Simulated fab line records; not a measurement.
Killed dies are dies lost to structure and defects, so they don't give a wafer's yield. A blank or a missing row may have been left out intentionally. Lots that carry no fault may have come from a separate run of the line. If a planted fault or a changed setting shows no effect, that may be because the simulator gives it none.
Split-lot study | flow n5-finfet | route with 1938 steps; 7 lots, 39 wafers read

## THE SPLIT
At N5_BEOL_M2_ALD_98 (deposits SiO2, target thk 2.5 nm, pulse time 1 s, co reactant pulse time 1 s), the setting ald-cycles was moved away from the recipe's 17 on 15 of the 39 wafers read, by -58.8% to +35.3%. For the rest of the wafers, this setting stayed at what the recipe calls for.

The reading is taken at the split's own step.

## THE READING
SiO2_of_BEOL_M2_ALD_98.thk-nm (the simulator's own value, which no gauge read), in nm, at N5_BEOL_M2_ALD_98 (deposits SiO2, target thk 2.5 nm, pulse time 1 s, co reactant pulse time 1 s). No usual value for it is given in the file. Across the 24 wafers here that went through the recipe, the average is 2.4 nm and the standard deviation 0.081 nm.

wafer  | tool, chamber at the split | ald-cycles as run | against the recipe | SiO2_of_BEOL_M2_ALD_98.thk-nm, nm | against lot-mates on the recipe
L075.1 | ald-sin-02, 1,2,2          | 7                 | -58.8%             | 1                                 | -1.4
L075.3 | ald-sin-02, 1,2,2          | 7                 | -58.8%             | 1                                 | -1.4
L075.5 | ald-sin-02, 1,2,2          | 7                 | -58.8%             | 1                                 | -1.4
L075.2 | ald-sin-02, 3,0,1          | 17                | recipe             | 2.4                               | -
L075.4 | ald-sin-02, 3,0,1          | 17                | recipe             | 2.4                               | -
L075.6 | ald-sin-02, 3,0,1          | 17                | recipe             | 2.4                               | -
L076.1 | ald-sin-02, 0,2,0          | 17                | recipe             | 2.4                               | -
L076.2 | ald-sin-02, 0,2,0          | 17                | recipe             | 2.4                               | -
L076.6 | ald-sin-02, 0,2,0          | 17                | recipe             | 2.4                               | -
L078.1 | ald-sin-02, 3,2            | 17                | recipe             | 2.4                               | -
L078.2 | ald-sin-02, 3,2            | 17                | recipe             | 2.4                               | -
L078.3 | ald-sin-02, 0,1,0          | 14                | -17.6%             | 2                                 | -0.5
L078.4 | ald-sin-02, 0,1,0          | 14                | -17.6%             | 2                                 | -0.5
L078.5 | ald-sin-02, 0,1,0          | 14                | -17.6%             | 2                                 | -0.5
L078.6 | ald-sin-02, 3              | 17                | recipe             | 2.6                               | -
L079.1 | ald-sin-01, 3,1,0          | 9                 | -47.1%             | 1.4                               | -1.1
L079.2 | ald-sin-01, 3,1,0          | 9                 | -47.1%             | 1.4                               | -1.1
L079.3 | ald-sin-01, 3,1,0          | 9                 | -47.1%             | 1.4                               | -1.1
L079.4 | ald-sin-01, 2,3            | 17                | recipe             | 2.6                               | -
L079.5 | ald-sin-01, 2,3            | 17                | recipe             | 2.6                               | -
L079.6 | ald-sin-01, 2              | 17                | recipe             | 2.4                               | -
L088.1 | ald-sin-02, 2,3,1,0,0,1    | 17                | recipe             | 2.4                               | -
L088.2 | ald-sin-02, 2,3,1,0,0,1    | 17                | recipe             | 2.4                               | -
L088.3 | ald-sin-02, 2,3,1,0,0,1    | 17                | recipe             | 2.4                               | -
L088.4 | ald-sin-02, 2,3,1,0,0,1    | 17                | recipe             | 2.4                               | -
L088.5 | ald-sin-02, 2,3,1,0,0,1    | 17                | recipe             | 2.4                               | -
L088.6 | ald-sin-02, 2,3,1,0,0,1    | 17                | recipe             | 2.4                               | -
L089.1 | ald-sin-04, 0              | 17                | recipe             | 2.4                               | -
L089.5 | ald-sin-04, 0              | 17                | recipe             | 2.4                               | -
L089.2 | ald-sin-04, 3              | 17                | recipe             | 2.6                               | -
L089.3 | ald-sin-04, 1,2,3          | 23                | +35.3%             | 3.4                               | +0.9
L089.4 | ald-sin-04, 1,2,3          | 23                | +35.3%             | 3.4                               | +0.9
L089.6 | ald-sin-04, 1,2,3          | 23                | +35.3%             | 3.4                               | +0.9
L093.1 | ald-sin-02, 1,3,2          | 8                 | -52.9%             | 1.2                               | -1.3
L093.5 | ald-sin-02, 1,3,2          | 8                 | -52.9%             | 1.2                               | -1.3
L093.6 | ald-sin-02, 1,3,2          | 8                 | -52.9%             | 1.2                               | -1.3
L093.2 | ald-sin-02, 2,3            | 17                | recipe             | 2.4                               | -
L093.4 | ald-sin-02, 2,3            | 17                | recipe             | 2.4                               | -
L093.3 | ald-sin-02, 0              | 17                | recipe             | 2.6                               | -
The file does not say which wafer passed through which chamber wherever a row lists several chambers: such a row stands for several wafers.

FIT RESULTS
A straight line over all 39 wafers: SiO2_of_BEOL_M2_ALD_98.thk-nm changes by +0.0243 nm for each +1% of ald-cycles; r = +0.99; the points scatter about the line by 0.076 nm.
The same after taking each lot's own level away (the mean of its wafers on the recipe; 39 wafers): +0.0244 nm for each +1%; r = +1.00; scatter 0.059 nm.
That fit puts the effect of the largest move of ald-cycles on the reading at 1.4 nm.
From 2.40 to 2.53 nm: that is the span of the lots' own levels, equal to 1.6 times the standard deviation above.
The two slopes are in agreement: the lot-to-lot level therefore moves the slope only a little.
Check: for one of the wafers moved furthest among these (-58.8%), held out of the fit, the line's prediction against its lot-mates is -1.43 nm. Against them it came out at -1.4 nm.

## ADDITIONAL SPLITS CARRIED BY THESE WAFERS
Before the reading, these wafers also passed through other splits. Each is held against what the fit with the lots' levels taken away leaves over:
other split on the same wafers          | wafers away from the commonest value | r with SiO2_of_BEOL_M2_ALD_98.thk-nm (lot level and that fit taken away)
N5_ZERO_LAYER_DEVELOP_10 develop-time-s | 15                                   | +0.18
N5_DUMMY_GATE_HM_DEP_06 time-s          | 33                                   | +0.00
N5_SDB_ALD_29 ald-cycles                | 15                                   | -0.07
N5_HKMG_FIN_ALD_72 ald-cycles           | 9                                    | +0.19

## FILE'S OWN FIT
SiO2_of_BEOL_M2_ALD_98.thk-nm changes by +0.0243 nm for each +1% of ald-cycles, r = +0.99.
